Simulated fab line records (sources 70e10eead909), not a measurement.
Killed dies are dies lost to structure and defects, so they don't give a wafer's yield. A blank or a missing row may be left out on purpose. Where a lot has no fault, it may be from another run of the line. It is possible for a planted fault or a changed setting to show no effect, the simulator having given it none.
fab line records ; flow nand-harc ; part 2 of 2: steps 5 to 6 of 6
record lots=22; wafers=66; last-day=33
route steps=1302 shown A_CONTACT@1047
lots untouched by any fault: they come from a run of this same line in which no faults occurred
start-h: start of the lot's first displayed wafer, in hours after the record's first day ; wait-h: hours since the lot's step before ; " the same as in the row above ; L1.1+2: one row covering several wafers at once ; - no value present, or no start provided ; * or withheld: withheld ; < > ~ a bound
route shown NAME@n: a module of which the file shows steps, and the number in the route of the first ; usual: mean/standard deviation of fault-free wafers ; same: alike in all rows ; chamber/n: place in a boat ; sites: each site's reading ; _std_site: their standard deviation ; _edge_site: mean of outer sites minus mean of inner sites ; radius-mm: for every site, how far away it sits from the centre of the wafer ; mask NAME#n: copy n ; behind: the most recent tool/chamber to have shaped the wafer ; hold: why the lot went on hold/how many hours it stayed there/how the hold came to an end ; device: which transistor (n, p or np) failed to switch ; end of line: tests of these same wafers at the route's end ; a step with no rows: only its recipe ; killed: at the first sort, the dies lost to defects and structure; wafer yield is something else ; map: dies across one wafer; x = killed, . = not, _ = none there
set.NAME: the setting that was run; set.NAME@STEP: the one run at that earlier step ; model.NAME: the simulator's own value behind a step, which no gauge read
the route's steps for a sample of lots (tables are steps, rows are wafers)
services: when a tool's chamber went out of use (start-h, in hours from the record's first day, below 0 if earlier), for how many hours, and the reason
## steps
# step NHARC_A_CONTACT_ETCH_31
# recipe target-depth-a=28000; over-etch-frac=0.3; time-s=728; ion-energy-ev=150; o2-flow-sccm=400; cos-flow-sccm=20; ar-flow-sccm=0; rf-w=500; bias-w=300; chemistry=O2/COS
# usual drypump-motor-current-A=5.7/0.31; o2-flow-sccm=400.2/1.1; oes-product-au=1.000/0.012; rf-vpp-V=312.9/2; showerhead-plenum-p-Torr=3.04/0.13; throttle-valve-pct=28.330/0.0097
lot.wafer;tool;chamber;start-h;wait-h;drypump-motor-current-A;o2-flow-sccm;oes-product-au;rf-hours-counter-h;rf-vpp-V;showerhead-plenum-p-Torr;throttle-valve-pct
L074.4;rie-diel-07;2;-;-;5.7;399.3;1.024;4;312.6;3.00;28.334
L074.3;rie-diel-07;0;-;-;5.8;400.0;1.022;3;310.5;2.92;28.319
L074.6;rie-diel-07;3;-;-;5.4;400.7;1.010;-;313.3;2.98;28.319
L075.2;rie-diel-07;0;-;-;5.8;398.8;1.018;3;311.7;2.92;28.332
L075.4;rie-diel-07;1;-;-;5.5;399.7;1.005;4;317.6;3.27;28.328
L075.5;rie-diel-07;3;-;-;5.4;399.9;1.010;-;312.8;2.98;28.289
L078.3;rie-diel-07;1;-;-;5.5;399.0;1.003;10;316.5;3.27;28.334
L078.1;rie-diel-07;2;-;-;5.6;399.1;1.015;13;313.2;2.99;28.338
L078.4;rie-diel-07;0;-;-;5.9;400.3;1.013;10;311.1;2.92;28.342
L077.3;rie-diel-07;1;-;-;5.5;399.9;1.001;11;316.1;3.27;28.333
L077.6;rie-diel-07;2;-;-;5.7;399.4;1.010;-;312.8;2.99;28.329
L077.5;rie-diel-07;3;-;-;5.4;398.2;0.999;-;311.3;2.97;28.318
L079.1;rie-diel-07;3;-;-;5.5;400.6;1.012;12;311.8;2.97;28.314
L079.6;rie-diel-07;2;-;-;5.7;398.0;1.024;-;312.4;2.99;28.325
L079.5;rie-diel-07;0;-;-;5.8;399.3;1.008;-;311.8;2.92;28.332
L081.4;rie-diel-07;1;-;-;5.5;400.2;1.007;13;315.5;3.27;28.344
L081.1;rie-diel-07;2;-;-;5.7;399.9;1.014;19;312.1;2.99;28.320
L081.6;rie-diel-07;0;-;-;5.8;400.3;1.022;-;311.1;2.92;28.339
L082.3;rie-diel-03;2;-;-;5.9;399.9;0.988;41;315.2;3.15;28.349
L082.1;rie-diel-03;3;-;-;5.9;400.3;0.995;48;310.6;2.92;28.344
L082.4;rie-diel-03;1;-;-;5.1;402.2;0.997;40;311.8;2.95;28.339
L080.2;rie-diel-07;3;-;-;5.5;399.9;1.009;17;311.8;2.97;28.337
L080.3;rie-diel-07;1;-;-;5.5;399.3;1.003;14;315.4;3.27;28.323
L080.6;rie-diel-07;0;-;-;5.9;400.7;1.002;-;312.1;2.92;28.324
L083.2;rie-diel-03;1;-;-;5.1;399.4;0.996;44;312.5;2.95;28.320
L083.5;rie-diel-03;1;-;-;5.1;399.7;1.003;-;312.2;2.95;28.309
L083.6;rie-diel-03;2;-;-;5.8;400.5;0.980;-;314.0;3.15;28.340
L085.3;rie-diel-11;1;-;-;5.5;400.4;1.005;2;315.5;3.26;28.326
L085.1;rie-diel-11;3;-;-;5.1;398.2;0.999;1;313.0;2.96;28.327
L085.4;rie-diel-11;0;-;-;6.1;400.9;1.001;1;318.4;3.34;28.334
L084.1;rie-diel-03;2;-;-;5.9;400.9;0.995;2;313.6;3.14;28.326
L084.4;rie-diel-03;3;-;-;5.9;401.7;0.985;2;310.6;2.91;28.321
L084.6;rie-diel-03;0;-;-;5.9;400.3;1.009;-;311.6;2.97;28.323
L087.3;rie-diel-03;0;-;-;5.9;400.7;1.009;2;311.1;2.97;28.326
L087.2;rie-diel-03;1;-;-;5.1;400.4;1.002;3;311.4;2.94;28.313
L087.6;rie-diel-03;3;-;-;5.9;400.1;0.991;-;311.4;2.91;28.326
L086.2;rie-diel-03;3;-;-;5.9;399.4;0.982;3;310.6;2.91;28.320
L086.5;rie-diel-03;3;-;-;5.9;398.8;0.983;-;312.7;2.91;28.324
L086.6;rie-diel-03;0;-;-;5.9;402.8;1.008;-;313.3;2.97;28.328
L091.3;rie-diel-11;0;-;-;6.1;400.3;0.996;20;317.3;3.33;28.319
L091.4;rie-diel-11;1;-;-;5.5;400.0;0.995;20;316.6;3.25;28.332
L091.6;rie-diel-11;2;-;-;6.1;400.0;0.983;-;313.2;3.03;28.316
L090.1;rie-diel-03;2;-;-;5.9;399.0;0.995;9;313.8;3.14;28.315
L090.3;rie-diel-03;3;-;-;5.9;401.2;0.985;9;310.9;2.91;28.340
L090.5;rie-diel-03;2;-;-;5.8;401.1;0.986;-;315.7;3.14;28.322
L088.2;rie-diel-03;3;-;-;5.9;399.1;0.981;10;310.2;2.91;28.322
L088.1;rie-diel-03;0;-;-;5.9;398.3;1.007;11;313.3;2.97;28.331
L088.4;rie-diel-03;1;-;-;5.1;402.0;0.992;11;311.9;2.94;28.330
L089.3;rie-diel-03;2;-;-;5.9;401.1;0.982;13;314.5;3.14;28.333
L089.4;rie-diel-03;3;-;-;5.9;400.9;0.974;13;310.7;2.91;28.331
L089.6;rie-diel-03;1;-;-;5.1;400.7;0.999;-;312.0;2.94;28.303
L092.4;rie-diel-03;3;-;-;5.9;400.4;0.977;17;311.6;2.91;28.336
L092.1;rie-diel-03;1;-;-;5.1;400.3;0.993;16;313.1;2.94;28.335
L092.5;rie-diel-03;2;-;-;5.9;402.0;0.989;-;315.0;3.14;28.320
L093.4;rie-diel-11;1;-;-;5.5;398.8;1.002;38;315.6;3.24;28.328
L093.6;rie-diel-11;1;-;-;5.6;400.9;0.998;-;314.9;3.24;28.350
L093.5;rie-diel-11;2;-;-;6.1;399.3;1.001;-;311.9;3.02;28.332
L094.3;rie-diel-07;3;-;-;5.4;400.7;0.992;2;313.7;2.97;28.335
L094.2;rie-diel-07;0;-;-;5.8;399.9;0.996;1;311.3;2.91;28.330
L094.4;rie-diel-07;1;-;-;5.6;398.9;0.988;1;316.9;3.27;28.330
L096.4;rie-diel-11;3;-;-;5.1;399.3;0.992;44;311.1;2.94;28.347
L096.6;rie-diel-11;0;-;-;6.2;399.8;1.015;-;316.3;3.32;28.336
L096.5;rie-diel-11;1;-;-;5.5;399.3;0.995;-;316.4;3.24;28.332
L097.2;rie-diel-11;0;-;-;6.1;399.5;0.989;52;317.4;3.32;28.337
L097.4;rie-diel-11;2;-;-;6.1;399.5;0.984;50;313.0;3.01;28.321
L097.6;rie-diel-11;3;-;-;5.1;399.5;0.987;-;312.4;2.94;28.325
# step NHARC_A_CONTACT_STRIP_26
# recipe o2-flow-sccm=500; ar-flow-sccm=0; bias-w=0; chemistry=O2
# usual drypump-motor-current-A=5.7/0.33; o2-flow-sccm=500.1/1.4; oes-product-au=1.000/0.011; rf-vpp-V=57.5/0.93; showerhead-plenum-p-Torr=3.47/0.17; throttle-valve-pct=17.037/0.009
lot.wafer;tool;chamber;start-h;wait-h;drypump-motor-current-A;o2-flow-sccm;oes-product-au;rf-hours-counter-h;rf-vpp-V;showerhead-plenum-p-Torr;throttle-valve-pct
L075.4;rie-diel-07;0;-;-;5.9;500.2;1.020;4;58.1;3.31;17.041
L075.2;rie-diel-07;1;-;-;5.6;498.6;0.995;5;57.2;3.70;17.042
L075.5;rie-diel-07;1;-;-;5.5;499.1;0.999;-;58.9;3.70;17.044
L074.3;rie-diel-11;2;-;-;6.1;501.7;0.991;27;56.6;3.45;17.041
L074.4;rie-diel-11;0;-;-;6.1;500.0;0.984;25;57.8;3.79;17.044
L074.6;rie-diel-11;2;-;-;6.1;503.5;0.984;-;57.9;3.45;17.019
L078.4;rie-diel-07;0;-;-;5.8;498.2;1.018;10;55.6;3.30;17.042
L078.1;rie-diel-07;1;-;-;5.5;500.1;1.005;11;59.0;3.69;17.051
L078.3;rie-diel-07;3;-;-;5.5;500.7;1.011;11;56.7;3.36;17.042
L077.3;rie-diel-11;2;-;-;6.1;499.6;0.992;38;58.4;3.44;17.034
L077.6;rie-diel-11;3;-;-;5.2;497.9;0.995;-;56.7;3.36;17.038
L077.5;rie-diel-11;0;-;-;6.1;500.3;0.986;-;59.8;3.79;17.035
L079.1;rie-diel-07;2;-;-;5.7;499.8;1.018;16;58.0;3.38;17.034
L079.5;rie-diel-07;2;-;-;5.7;499.2;1.018;-;56.8;3.38;17.030
L079.6;rie-diel-07;3;-;-;5.4;497.6;1.011;-;58.9;3.36;17.050
L081.1;rie-diel-03;3;-;-;5.9;501.4;0.992;48;57.2;3.30;17.048
L081.4;rie-diel-03;2;-;-;5.9;501.0;0.993;41;57.8;3.56;17.029
L081.6;rie-diel-03;0;-;-;5.9;500.9;0.998;-;56.7;3.37;17.040
L082.1;rie-diel-07;1;-;-;5.5;500.5;1.000;14;58.6;3.69;17.028
L082.3;rie-diel-07;2;-;-;5.7;499.0;1.031;20;56.7;3.38;17.040
L082.4;rie-diel-07;3;-;-;5.4;499.8;1.006;18;57.2;3.36;17.044
L080.2;rie-diel-07;0;-;-;5.9;499.7;1.011;18;55.9;3.30;17.021
L080.3;rie-diel-07;2;-;-;5.7;500.5;1.014;21;55.5;3.38;17.024
L080.6;rie-diel-07;3;-;-;5.5;498.8;1.004;-;56.5;3.36;17.027
L083.2;rie-diel-07;0;-;-;5.9;501.9;1.018;18;57.5;3.30;17.042
L083.6;rie-diel-07;1;-;-;5.5;501.2;1.002;-;58.7;3.69;17.038
L083.5;rie-diel-07;2;-;-;5.7;498.3;1.016;-;57.6;3.38;17.024
L085.4;rie-diel-11;2;-;-;6.1;499.4;0.992;5;58.9;3.43;17.047
L085.1;rie-diel-11;0;-;-;6.2;502.4;1.000;6;57.1;3.77;17.043
L085.3;rie-diel-11;1;-;-;5.5;498.3;1.005;5;58.7;3.68;17.048
L084.1;rie-diel-11;1;-;-;5.5;502.2;0.992;16;57.7;3.68;17.036
L084.4;rie-diel-11;0;-;-;6.1;499.0;0.994;15;57.1;3.77;17.030
L084.6;rie-diel-11;2;-;-;6.1;501.3;0.997;-;58.2;3.42;17.030
L087.3;rie-diel-03;2;-;-;5.9;501.9;0.999;4;57.6;3.55;17.038
L087.2;rie-diel-03;0;-;-;5.9;500.8;1.007;4;59.0;3.36;17.031
L087.6;rie-diel-03;2;-;-;5.9;498.7;0.994;-;57.6;3.55;17.011
L086.2;rie-diel-03;1;-;-;5.1;502.6;1.008;4;56.0;3.33;17.030
L086.6;rie-diel-03;2;-;-;5.8;500.2;1.002;-;57.5;3.55;17.036
L086.5;rie-diel-03;3;-;-;5.9;497.8;0.982;-;56.5;3.30;17.047
L091.3;rie-diel-03;1;-;-;5.1;501.1;1.000;9;57.4;3.32;17.042
L091.4;rie-diel-03;3;-;-;5.9;498.7;0.974;9;57.9;3.29;17.031
L091.6;rie-diel-03;1;-;-;5.1;499.9;0.995;-;58.0;3.32;17.049
L090.3;rie-diel-11;0;-;-;6.1;501.6;0.999;23;58.9;3.76;17.038
L090.1;rie-diel-11;1;-;-;5.5;500.2;0.997;24;58.2;3.67;17.059
L090.5;rie-diel-11;3;-;-;5.2;501.3;1.005;-;55.3;3.33;17.042
L088.1;rie-diel-11;0;-;-;6.1;499.1;1.010;25;58.7;3.76;17.036
L088.2;rie-diel-11;1;-;-;5.5;500.2;1.002;26;57.4;3.67;17.044
L088.4;rie-diel-11;3;-;-;5.2;498.4;1.007;25;56.6;3.33;17.032
L089.4;rie-diel-11;1;-;-;5.5;498.6;1.002;31;58.7;3.67;17.030
L089.3;rie-diel-11;3;-;-;5.2;498.4;0.994;29;58.5;3.33;17.030
L089.6;rie-diel-11;1;-;-;5.5;499.2;1.003;-;59.2;3.67;17.030
L092.4;rie-diel-11;0;-;-;6.1;503.5;1.000;31;57.8;3.76;17.049
L092.1;rie-diel-11;2;-;-;6.1;500.5;0.985;31;58.6;3.42;17.038
L092.5;rie-diel-11;0;-;-;6.2;501.4;1.014;-;58.8;3.76;17.030
L093.4;rie-diel-03;2;-;-;5.8;499.8;0.990;24;57.7;3.54;17.050
L093.6;rie-diel-03;3;-;-;5.9;499.1;0.979;-;57.0;3.28;17.039
L093.5;rie-diel-03;0;-;-;5.9;502.4;1.006;-;59.0;3.35;17.044
L094.2;rie-diel-07;3;-;-;5.4;498.5;0.996;2;56.3;3.36;17.039
L094.4;rie-diel-07;0;-;-;5.9;500.1;1.003;1;57.8;3.30;17.034
L094.3;rie-diel-07;1;-;-;5.5;499.8;1.000;1;56.6;3.69;17.034
L096.4;rie-diel-07;3;-;-;5.4;499.6;0.996;6;57.4;3.35;17.054
L096.5;rie-diel-07;3;-;-;5.4;498.5;1.001;-;56.7;3.35;17.025
L096.6;rie-diel-07;0;-;-;5.9;501.6;1.003;-;58.3;3.29;17.029
L097.2;rie-diel-11;1;-;-;5.5;498.7;1.002;56;57.2;3.65;17.052
L097.4;rie-diel-11;3;-;-;5.1;501.4;0.993;49;58.0;3.32;17.043
L097.6;rie-diel-11;1;-;-;5.5;499.7;0.995;-;58.1;3.65;17.037
## services
tool;chamber;start-h;hours;kind
rie-diel-03;0;491.89;-;clean
rie-diel-03;1;491.89;-;clean
rie-diel-03;2;491.89;-;clean
rie-diel-03;3;491.89;-;clean
har-cap-etch-01;-;497.00;17.0;pm
rie-diel-03;0;516.43;-;clean
rie-diel-03;1;516.43;-;clean
rie-diel-03;2;516.43;-;clean
rie-diel-03;3;516.43;-;clean
rie-diel-07;1;535.80;6.2;repair
rie-diel-03;0;540.93;-;clean
rie-diel-03;1;540.93;-;clean
rie-diel-03;2;540.93;-;clean
rie-diel-03;3;540.93;-;clean
rie-diel-07;1;556.54;21.6;repair
rie-diel-03;0;565.43;-;clean
rie-diel-07;-;586.78;0.6;repair
rie-diel-11;-;611.04;9.0;pm
rie-diel-03;0;630.78;15.7;repair
rie-diel-03;3;630.90;7.0;repair
rie-diel-03;-;637.33;9.0;pm
har-cap-etch-02;-;683.72;0.6;repair
rie-diel-11;0;700.93;5.1;repair
rie-diel-07;-;704.90;9.0;pm
